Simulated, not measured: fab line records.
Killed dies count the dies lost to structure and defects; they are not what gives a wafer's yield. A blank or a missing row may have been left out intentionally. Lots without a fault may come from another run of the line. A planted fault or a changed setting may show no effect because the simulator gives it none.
Which of the tools did it? | flow nand harc | 36 wafers sampled from 12 lots at 1 step of a route of 1159

WHAT THE GAUGES SHOWED, per wafer
NHARC_P_M2_INSPECT_11.
lot  | measured     | on                | raw defect count
L074 | day 6 10:02  | defect inspect-02 | 5 3 4
L076 | day 6 21:34  | defect inspect-02 | 6 5 5
L079 | day 7 04:06  | defect inspect-01 | 9 12 3
L081 | day 8 00:27  | defect inspect-02 | 3 2 2
L083 | day 8 13:10  | defect inspect-02 | 3 4 2
L086 | day 9 11:39  | defect inspect-01 | 3 1 2
L088 | day 9 12:32  | defect inspect-01 | 3 2 1
L089 | day 9 20:31  | defect inspect-01 | 6 3 2
L092 | day 10 17:51 | defect inspect-02 | 4 3 5
L093 | day 10 19:56 | defect inspect-01 | 11 7 7
L095 | day 11 11:05 | defect inspect-01 | 4 10 6
L096 | day 11 15:52 | defect inspect-02 | 6 3 4

TOOL THAT RAN EACH LOT (tool first, then ch and the chambers of the sampled wafers, then the start)
The record holds no process step before these readings.

THE ANSWER, worked out from the rows above alone
Rule: the usual values come from the lots themselves. The widest of any qualifying gaps counts: lots, ordered by their means at a reading, are off when they make up no more than a third of the lots, leave a main group of 4 or more, and stand apart from it by 3 or more times the standard deviation of that group's means. The tables above print the reading to a certain number of digits; a main group whose means all agree to those digits is not used. Also off: a lot with no number at a reading for which 4 or more lots have one. Any other lot the step has rows for is counted as sound.
No lot is off on any of the readings shown, so nothing can be concluded from this.

WHAT HAD BEEN PUT IN BY THE SIMULATOR
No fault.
